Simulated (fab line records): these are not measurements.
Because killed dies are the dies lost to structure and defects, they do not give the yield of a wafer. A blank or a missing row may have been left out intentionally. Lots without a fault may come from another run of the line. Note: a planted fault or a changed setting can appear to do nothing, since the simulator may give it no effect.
Split-lot experiment	flow n5-finfet	on a route of 1938 steps: 7 lots, 21 wafers read

== ABOUT THE SPLIT ==
At N5_GATE_CUT_ETCH_58 (etches SiNx in CH3F/O2, target depth 17 nm, time 128.6 s), the setting time-s was moved away from the recipe's 128.6 s on 6 of the 21 wafers read, by -22.4% to -16.4%. For the rest of the wafers, this setting stayed at what the recipe calls for.

Reading taken at the split's own step.

== THE READING ==
SiNx_of_SDB_ALD_29.thk-nm (the simulator's own value, which no gauge read), in nm, at N5_GATE_CUT_ETCH_58 (etches SiNx in CH3F/O2, target depth 17 nm, time 128.6 s). No usual value for it is given in the file. Average 24.5 nm, standard deviation 0.16 nm, over the 15 wafers here run with the recipe.

wafer	tool, chamber at the split	time-s as run, s	against the recipe	SiNx_of_SDB_ALD_29.thk-nm, nm	against lot-mates on the recipe
L080.1	rie-diel-01, 3	128.6	recipe	24.6	-
L080.3	rie-diel-01, 0	128.6	recipe	24.6	-
L080.6	rie-diel-01, 3	128.6	recipe	24.6	-
L083.2	rie-diel-02, 1	128.6	recipe	24.4	-
L083.4	rie-diel-02, 3	128.6	recipe	24.6	-
L083.6	rie-diel-02, 3	128.6	recipe	24.2	-
L084.1	rie-diel-02, 2	99.78	-22.4%	25	+0.4
L084.3	rie-diel-02, 1	128.6	recipe	24.6	-
L084.6	rie-diel-02, 1	99.78	-22.4%	25.2	+0.6
L086.1	rie-diel-02, 0	128.6	recipe	24.4	-
L086.4	rie-diel-02, 1	128.6	recipe	24.6	-
L086.6	rie-diel-02, 1	128.6	recipe	24.8	-
L090.1	rie-diel-01, 1	128.6	recipe	24.2	-
L090.3	rie-diel-01, 2	128.6	recipe	24.4	-
L090.5	rie-diel-01, 2	103.2	-19.8%	24.8	+0.5
L093.2	rie-diel-03, 2	101.8	-20.8%	25	+0.4
L093.3	rie-diel-03, 1	101.8	-20.8%	25.2	+0.6
L093.5	rie-diel-03, 2	128.6	recipe	24.6	-
L097.2	rie-diel-02, 2	128.6	recipe	24.6	-
L097.3	rie-diel-02, 3	107.5	-16.4%	25	+0.4
L097.5	rie-diel-02, 2	128.6	recipe	24.6	-

THE FIT
A straight line over all 21 wafers: SiNx_of_SDB_ALD_29.thk-nm changes by -0.0251 nm for each +1% of time-s; r = -0.84; the points scatter about the line by 0.16 nm.
The same after taking each lot's own level away (the mean of its wafers on the recipe; 21 wafers): -0.0235 nm for each +1%; r = -0.90; scatter 0.11 nm.
Per that fit: largest time-s move, reading shift of 0.53 nm.
From 24.30 to 24.60 nm: that is the span of the lots' own levels, equal to 1.9 times the standard deviation above.
The two slopes are in agreement: the lot-to-lot level therefore moves the slope only a little.
Check: with one of the wafers moved furthest among these (-22.4%) left out of the fit, the line predicts +0.56 nm for it against its lot-mates. Against them it came out at +0.4 nm.

== OTHER SPLITS APPLIED TO THESE WAFERS ==
Note: prior to the reading, these wafers also went through further splits. Each is held against what the fit with the lots' levels taken away leaves over:
other split on the same wafers	wafers away from the commonest value	r with SiNx_of_SDB_ALD_29.thk-nm (lot level and that fit taken away)
N5_SD_EPI_P_EPI_21 time-s	4	+0.17
N5_SDB_EXPOSE_08 dose-mj	4	+0.21
N5_SDB_ETCH_18 source-w	9	+0.25
N5_GATE_CUT_ETCH_56 icp-w	10	+0.01

== THE WHOLE CHAIN: every reading that the file lists as answering this split, in the file's order ==
step	what it does	reading	change (the file's fit)	r (the file's)
N5_GATE_CUT_ETCH_58	etches SiNx in CH3F/O2, target depth 17 nm, time 128.6 s	etch.depth-nm (the simulator's own value, which no gauge read)	+0.159 nm for each +1% of the setting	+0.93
N5_GATE_CUT_ETCH_58	etches SiNx in CH3F/O2, target depth 17 nm, time 128.6 s	SiNx_of_SDB_ALD_29.thk-nm (the simulator's own value, which no gauge read)	-0.0239 nm for each +1% of the setting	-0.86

== FILE'S OWN FIT ==
SiNx_of_SDB_ALD_29.thk-nm changes by -0.0239 nm for each +1% of time-s, r = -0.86.
